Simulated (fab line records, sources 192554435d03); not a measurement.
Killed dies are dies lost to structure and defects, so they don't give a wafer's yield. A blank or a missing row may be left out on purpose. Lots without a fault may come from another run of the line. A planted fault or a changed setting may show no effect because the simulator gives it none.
A struck lot beside a sound one | flow n5_finfet | 36 steps out of a route of 1938
Sound: wafers L126.1, L126.4, L126.6. Struck: wafer L134.1. (L134.4, L134.6 of the same lot were not struck and are left out.) The cause comes at the end.
At each step with rows: each side's tool, then ch and its chambers, then its first start. Under that, the readings that differ: sound wafers | struck wafers | difference of the means | sigmas: that difference in standard deviations of wafers without a fault.
alike: readings whose means differ by less than 2 such deviations, and words and numbers that are the same on both sides. not compared: withheld readings, readings that some wafer has no value for, bounds like >300 that may hide the same value, and numbers for which the record gives no deviation and whose values overlap.
The two part at a step that has a row with sigmas, a row that says differs or no value, or rows on one side only. Numbers that don't overlap but have no deviation are shown without sigmas and don't part them. A reading that every wafer of one side lacks parts them only if that side has two wafers or more.

first, 9 steps without rows for these wafers: N5_BEOL_M11_ALD_74 (deposits TaN, target thk 2 nm, pulse time 2 s, purge time 3 s); N5_BEOL_M11_SURFACE_TREAT_76; N5_BEOL_M11_CVD_75 (deposits Co from CCTBA/H2, target thk 2 nm, time 138.9 s); N5_BEOL_M11_SPUTTER_48 (material Cu, target thk 12 nm, time 2 s); N5_BEOL_M11_ECD_50 (material Cu, target thk 318 nm); N5_BEOL_M11_ANNEAL_51 (time 90 s); N5_BEOL_M11_CMP_52 (polishes, stops on SiCOH lowk, t overpolish 7 s, target thk 140 nm); N5_BEOL_M11_PRE_CLEAN_55 (time 15 s); N5_BEOL_M11_DEP_56 (deposits SiCN from 3MS/NH3, target thk 30 nm, time 10.5 s).
N5_BEOL_M12_ILD_DEP_00: deposits SiOC from DEMS/O2, target thk 658.92 nm, time 130.7 s.
  sound on pecvd-03 ch 0,1, day 13 07:29; struck on pecvd-01 ch 2, day 15 17:34
  reading                                       | sound           | struck | difference | sigmas
  model.SiOC_of_BEOL_M12_ILD_DEP_00.thk_nm (nm) | 664.6 667.4 657 | 749    | +86        |
  alike: heater_power_w, showerhead_plenum_p_Torr, throttle_valve_pct
N5_BEOL_M12_THK_MEAS_01:
  sound on film_metro-01, day 13 07:37; struck on film_metro-02, day 15 17:42
  reading          | sound       | struck | difference | sigmas
  M12_ILD_THK (nm) | 664 668 657 | 749    | +86        | +10
then, 10 steps without rows for these wafers: N5_BEOL_M12_COAT_58 (time 60 s, resist thk 89 nm); N5_BEOL_M12_COAT_04 (resist thk 400 nm); N5_BEOL_M12_EBR_06; N5_BEOL_M12_SOFTBAKE_05 (time 60 s); N5_BEOL_M12_EXPOSE_07 (exposes mask V11); N5_BEOL_M12_PEB_08 (peb time 90 s); N5_BEOL_M12_DEVELOP_09 (develop time 45 s); N5_BEOL_M12_HARDBAKE_14 (time 120 s); N5_BEOL_M12_DESCUM_15 (chemistry O2, time 7.9 s); N5_BEOL_M12_ETCH_59 (etches BARC in N2/H2, target depth 89 nm, overetch 26.7 nm, time 67.9 s).
N5_BEOL_M12_VIA_ETCH_16: etches SiOC in C4F8/O2/Ar, target depth 724.8 nm.
  sound on rie_diel-05 ch 0,3, day 13 08:07; struck on rie_diel-01 ch 3, day 15 18:46
  reading                                    | sound             | struck | difference | sigmas
  model.etch.depth_nm (nm)                   | 664.7 667.4 657.1 | 749    | +86        |
  model.coat_of_BEOL_M12_COAT_04.thk_nm (nm) | 123.8 122.8 125   | 100    | -24        |
  alike: O2_flow_sccm, drypump_motor_current_A, oes_product_au, rf_vpp_V, showerhead_plenum_p_Torr, throttle_valve_pct
N5_BEOL_M12_STRIP_63: strips in N2/H2.
  sound on plasma_asher-02 ch 0, day 13 08:23; struck on plasma_asher-01 ch 1, day 15 18:58
  reading                      | sound          | struck | difference | sigmas
  drypump_motor_current_A (A)  | 5.34 5.35 5.31 | 5.90   | +0.57      | +2
  strip_time_to_endpoint_s (s) | 42.7 42.4 43.0 | 36.2   | -6.5       | -8
  alike: heater_power_w, oes_product_au
  not compared: rf_hours_counter_h
then, 12 steps without rows for these wafers: N5_BEOL_M12_STRIP_64 (strips in N2/H2); N5_BEOL_M12_STRIP_71 (strips in post etch residue remover, time 60 s); N5_BEOL_M12_SRD_72 (time 30 s, dry time 30 s); N5_BEOL_M12_COAT_65 (time 60 s, resist thk 300 nm); N5_BEOL_M12_COAT_66 (time 60 s, resist thk 110 nm); N5_BEOL_M12_COAT_22 (resist thk 300 nm); N5_BEOL_M12_EBR_24; N5_BEOL_M12_SOFTBAKE_23 (time 60 s); N5_BEOL_M12_EXPOSE_25 (exposes mask M12); N5_BEOL_M12_PEB_26 (peb time 90 s); N5_BEOL_M12_DEVELOP_27 (develop time 45 s); N5_BEOL_M12_HARDBAKE_32 (time 120 s).
N5_BEOL_M12_CMP_49: polishes, stops on SiOC, t overpolish 20.6 s, target thk 320 nm.
  sound on cmp-02 ch 1,2,3, day 13 13:07; struck on cmp-02 ch 2, day 15 22:04
  reading                                       | sound             | struck | difference | sigmas
  model.SiOC_of_BEOL_M12_ILD_DEP_00.thk_nm (nm) | 604.8 607.6 597.2 | 690.6  | +87.4      |
  alike: motor_current_A

WHERE THEY PART
First at N5_BEOL_M12_THK_MEAS_01; last, within this record, at N5_BEOL_M12_STRIP_63. Later steps at which nothing parts them and some readings are alike: N5_BEOL_M12_CMP_49.

WHY: what the simulator had put in
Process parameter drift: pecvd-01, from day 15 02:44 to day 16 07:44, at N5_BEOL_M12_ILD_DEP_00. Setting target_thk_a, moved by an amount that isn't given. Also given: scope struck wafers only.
